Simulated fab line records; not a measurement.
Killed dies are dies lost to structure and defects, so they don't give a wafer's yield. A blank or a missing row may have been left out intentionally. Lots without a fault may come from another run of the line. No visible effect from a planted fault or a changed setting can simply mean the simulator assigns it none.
Matching of chambers -- flow n5-finfet -- rie-diel-01 running N5_BEOL_M8_STRIP_19: 4 sister chambers
The step strips in O2. 8 wafers are shown with their chamber, then 9 later ones without.

EACH WAFER AND ITS CHAMBER
wafer,chamber,showerhead-plenum-p-Torr (Torr),drypump-motor-current-A (A)
L087.4,0,2.02,5.6
L089.2,0,2.02,5.6
L086.2,2,2.02,5.1
L086.5,1,2.05,5.8
L090.1,2,2.02,5.1
L092.2,3,2.22,6.5
L092.3,1,2.04,5.9
L092.5,3,2.22,6.4

WAFERS WITH NO CHAMBER GIVEN
wafer,showerhead-plenum-p-Torr (Torr),drypump-motor-current-A (A)
L093.2,2.04,5.8
L093.4,2.02,5.1
L093.6,2.04,5.9
L095.1,2.04,5.8
L095.3,2.02,5.1
L095.4,2.02,5.1
L096.1,2.22,6.5
L096.3,2.02,5.1
L096.4,2.04,5.8

CHAMBER TAKEN BY EACH
wafer,from the rows above,in truth
L093.2,1,1
L093.4,2,2
L093.6,1,1
L095.1,1,1
L095.3,2,2
L095.4,2,2
L096.1,3,3
L096.3,2,2
L096.4,1,1
Correctly placed: 9 of 9. Left unplaced by these rows: 0. 0 placed wrongly.
How it was worked out, from the rows above alone: a wafer's distance from a chamber is the root of the sum, over the readings, of the square of ((its reading less the chamber's mean) divided by the reading's scatter). If the next closest chamber is less than 2 further off than the closest, the wafer can't be placed; otherwise it belongs to the closest. For every chamber, the mean is computed from those of its wafers that are shown. How the scatter is found: for the shown wafers, subtract from each reading the mean of its chamber, square and add these, divide the total by (wafers less chambers), then take the root.
